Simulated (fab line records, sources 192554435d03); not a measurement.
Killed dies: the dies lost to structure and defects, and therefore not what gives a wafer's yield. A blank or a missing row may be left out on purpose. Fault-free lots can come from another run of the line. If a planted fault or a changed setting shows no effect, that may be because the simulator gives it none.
Lot-split experiment / flow n5_finfet / on a route of 1938 steps: 7 lots, 21 wafers read

THE SPLIT
At N5_BEOL_M14_EXPOSE_07 (exposes mask V13), the setting dose_mj was moved away from the recipe's 57 on 6 of the 21 wafers read, by -6.8% to +5.2%. All remaining wafers had this setting at the recipe value.

FROM THE SPLIT TO THE READING: what the file shows between them, 10 steps
- N5_BEOL_M14_PEB_08: peb time 90 s
- N5_BEOL_M14_DEVELOP_09: develop time 45 s
- N5_BEOL_M14_HARDBAKE_14: time 120 s
- N5_BEOL_M14_CD_MEAS_10: target cd 250 nm
- N5_BEOL_M14_DESCUM_15: chemistry O2, time 7.9 s
- N5_BEOL_M14_ETCH_59: etches BARC in N2/H2, target depth 89 nm, overetch 26.7 nm, time 67.9 s
- N5_BEOL_M14_VIA_ETCH_16: etches SiO2 in C4F8/O2/Ar, target depth 1231.3 nm
- N5_BEOL_M14_STRIP_63: strips in O2
- N5_BEOL_M14_STRIP_71: strips in post etch residue remover, time 60 s
- N5_BEOL_M14_SRD_72: time 30 s, dry time 30 s

THE READING
cd_nm, in nm, at N5_BEOL_M14_CD_MEAS_17 (target cd 250 nm). On this fab line, fault-free wafers typically give 250.4 nm with a standard deviation of 2 nm.

wafer=L076.1; tool, chamber at the split=krf_scanner-02, 0; dose_mj as run=57; against the recipe=recipe; cd_nm, nm=249.2; against lot-mates on the recipe=-
wafer=L076.2; tool, chamber at the split=krf_scanner-02, 0; dose_mj as run=57; against the recipe=recipe; cd_nm, nm=248.2; against lot-mates on the recipe=-
wafer=L076.3; tool, chamber at the split=krf_scanner-02, 0; dose_mj as run=57; against the recipe=recipe; cd_nm, nm=251.2; against lot-mates on the recipe=-
wafer=L078.4; tool, chamber at the split=krf_scanner-02, 0; dose_mj as run=57; against the recipe=recipe; cd_nm, nm=248.5; against lot-mates on the recipe=-
wafer=L078.5; tool, chamber at the split=krf_scanner-02, 0; dose_mj as run=57; against the recipe=recipe; cd_nm, nm=247.4; against lot-mates on the recipe=-
wafer=L078.6; tool, chamber at the split=krf_scanner-02, 0; dose_mj as run=57; against the recipe=recipe; cd_nm, nm=248.7; against lot-mates on the recipe=-
wafer=L082.3; tool, chamber at the split=krf_scanner-01, 0; dose_mj as run=53.15; against the recipe=-6.8%; cd_nm, nm=239.2; against lot-mates on the recipe=-8.7
wafer=L082.5; tool, chamber at the split=krf_scanner-01, 0; dose_mj as run=53.15; against the recipe=-6.8%; cd_nm, nm=241.7; against lot-mates on the recipe=-6.2
wafer=L082.6; tool, chamber at the split=krf_scanner-01, 0; dose_mj as run=57; against the recipe=recipe; cd_nm, nm=247.9; against lot-mates on the recipe=-
wafer=L085.2; tool, chamber at the split=krf_scanner-02, 0; dose_mj as run=57; against the recipe=recipe; cd_nm, nm=250.3; against lot-mates on the recipe=-
wafer=L085.3; tool, chamber at the split=krf_scanner-02, 0; dose_mj as run=59.97; against the recipe=+5.2%; cd_nm, nm=257.5; against lot-mates on the recipe=+9.5
wafer=L085.4; tool, chamber at the split=krf_scanner-02, 0; dose_mj as run=57; against the recipe=recipe; cd_nm, nm=245.7; against lot-mates on the recipe=-
wafer=L086.2; tool, chamber at the split=krf_scanner-02, 0; dose_mj as run=57; against the recipe=recipe; cd_nm, nm=252.9; against lot-mates on the recipe=-
wafer=L086.5; tool, chamber at the split=krf_scanner-02, 0; dose_mj as run=59.06; against the recipe=+3.6%; cd_nm, nm=258.4; against lot-mates on the recipe=+7.2
wafer=L086.6; tool, chamber at the split=krf_scanner-02, 0; dose_mj as run=57; against the recipe=recipe; cd_nm, nm=249.4; against lot-mates on the recipe=-
wafer=L089.1; tool, chamber at the split=krf_scanner-01, 0; dose_mj as run=57; against the recipe=recipe; cd_nm, nm=251.1; against lot-mates on the recipe=-
wafer=L089.2; tool, chamber at the split=krf_scanner-01, 0; dose_mj as run=57; against the recipe=recipe; cd_nm, nm=251.4; against lot-mates on the recipe=-
wafer=L089.4; tool, chamber at the split=krf_scanner-01, 0; dose_mj as run=57; against the recipe=recipe; cd_nm, nm=249.8; against lot-mates on the recipe=-
wafer=L091.1; tool, chamber at the split=krf_scanner-01, 0; dose_mj as run=55.78; against the recipe=-2.1%; cd_nm, nm=245.3; against lot-mates on the recipe=-6.1
wafer=L091.3; tool, chamber at the split=krf_scanner-01, 0; dose_mj as run=55.78; against the recipe=-2.1%; cd_nm, nm=245.3; against lot-mates on the recipe=-6.1
wafer=L091.4; tool, chamber at the split=krf_scanner-01, 0; dose_mj as run=57; against the recipe=recipe; cd_nm, nm=251.4; against lot-mates on the recipe=-

FIT RESULTS
A straight line over all 21 wafers: cd_nm changes by +1.54 nm for each +1% of dose_mj; r = +0.91; the points scatter about the line by 1.9 nm.
The same after taking each lot's own level away (the mean of its wafers on the recipe; 21 wafers): +1.45 nm for each +1%; r = +0.90; scatter 1.8 nm.
On that fit, the largest move of dose_mj shifts the reading by 9.8 nm.
From 247.90 to 251.40 nm: that is the span of the lots' own levels, equal to 1.8 times the standard deviation above.
The two slopes are in agreement: the lot-to-lot level therefore moves the slope only a little.
Check: -10.1 nm against its lot-mates is what the line predicts for one of the wafers moved furthest among these (-6.8%) when that wafer is left out of the fit. It came out at -8.7 nm against them.

THE WHOLE CHAIN: every reading that the file lists as answering this split, in the file's order
step=N5_BEOL_M14_CD_MEAS_10; what it does=target cd 250 nm; reading=cd_nm; change (the file's fit)=+1.73 nm for each +1% of the setting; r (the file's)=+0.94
step=N5_BEOL_M14_CD_MEAS_17; what it does=target cd 250 nm; reading=cd_nm; change (the file's fit)=+1.55 nm for each +1% of the setting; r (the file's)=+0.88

THE FILE'S OWN FIT
cd_nm changes by +1.55 nm for each +1% of dose_mj, r = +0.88.
